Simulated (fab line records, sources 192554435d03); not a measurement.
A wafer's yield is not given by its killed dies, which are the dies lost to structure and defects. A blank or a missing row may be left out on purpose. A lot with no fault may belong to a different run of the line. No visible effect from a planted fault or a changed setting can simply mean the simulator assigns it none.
Split-lot experiment -- flow n5-finfet -- route with 1938 steps; 7 lots, 21 wafers read

ABOUT THE SPLIT
At N5_BEOL_M10_EXPOSE_25 (exposes mask V9), the setting dose-mj was moved away from the recipe's 85.5 on 6 of the 21 wafers read, by -7.1% to +7.0%. The other wafers ran this setting at the recipe's value.

FROM THE SPLIT TO THE READING: what the file shows between them, 2 steps
- N5_BEOL_M10_PEB_26: peb time 60 s
- N5_BEOL_M10_DEVELOP_27: develop time 30 s

THE READING
At N5_BEOL_M10_CD_MEAS_28: cd-nm in nanometres, against a target cd of 70 nm. A value of 70.0 nm with a standard deviation of 1.1 nm is what fault-free wafers of this fab line usually give.

wafer,"tool, chamber at the split",dose-mj as run,against the recipe,"cd-nm, nm",against lot-mates on the recipe
L077.1,"arfi-scanner-02, 0",85.5,recipe,69.6,-
L077.4,"arfi-scanner-02, 0",85.5,recipe,70.2,-
L077.6,"arfi-scanner-02, 0",85.5,recipe,69.7,-
L079.2,"arfi-scanner-03, 0",80.93,-5.3%,67.3,-4.5
L079.4,"arfi-scanner-03, 0",80.93,-5.3%,67.1,-4.7
L079.5,"arfi-scanner-03, 0",85.5,recipe,71.8,-
L088.1,"arfi-scanner-02, 0",85.5,recipe,70.3,-
L088.5,"arfi-scanner-02, 0",85.5,recipe,70.5,-
L088.6,"arfi-scanner-02, 0",81.43,-4.8%,66.1,-4.3
L095.2,"arfi-scanner-02, 0",91.49,+7.0%,78.0,+6.9
L095.5,"arfi-scanner-02, 0",85.5,recipe,71.1,-
L095.6,"arfi-scanner-02, 0",91.49,+7.0%,77.5,+6.4
L094.1,"arfi-scanner-02, 0",85.5,recipe,70.1,-
L094.3,"arfi-scanner-02, 0",85.5,recipe,69.2,-
L094.4,"arfi-scanner-02, 0",85.5,recipe,69.4,-
L089.1,"arfi-scanner-03, 0",85.5,recipe,70.4,-
L089.2,"arfi-scanner-03, 0",79.39,-7.1%,64.6,-6.2
L089.6,"arfi-scanner-03, 0",85.5,recipe,71.1,-
L092.1,"arfi-scanner-03, 0",85.5,recipe,68.2,-
L092.2,"arfi-scanner-03, 0",85.5,recipe,67.9,-
L092.4,"arfi-scanner-03, 0",85.5,recipe,69.6,-

THE FIT
A straight line over all 21 wafers: cd-nm changes by +0.867 nm for each +1% of dose-mj; r = +0.93; the points scatter about the line by 1.2 nm.
The same after taking each lot's own level away (the mean of its wafers on the recipe; 21 wafers): +0.905 nm for each +1%; r = +0.99; scatter 0.4 nm.
According to that fit, moving dose-mj by its largest amount changes the reading by 6.5 nm.
The span of the lots' own levels, 68.57 to 71.80 nm, comes to 2.9 times the standard deviation stated above.
The two slopes agree, so the slope changes little with the lot-to-lot level.
Check: for one of the wafers moved furthest among these (-7.1%), held out of the fit, the line's prediction against its lot-mates is -6.49 nm. Against them it came out at -6.15 nm.

OTHER SPLITS ON THESE WAFERS
Before the reading, these wafers also passed through other splits. Each is held against what the fit with the lots' levels taken away leaves over:
other split on the same wafers,wafers away from the commonest value,r with cd-nm (lot level and that fit taken away)
N5_BEOL_M9_TRENCH_ETCH_37 bias-w,10,-0.11

FILE'S OWN FIT
cd-nm changes by +0.896 nm for each +1% of dose-mj, r = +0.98.
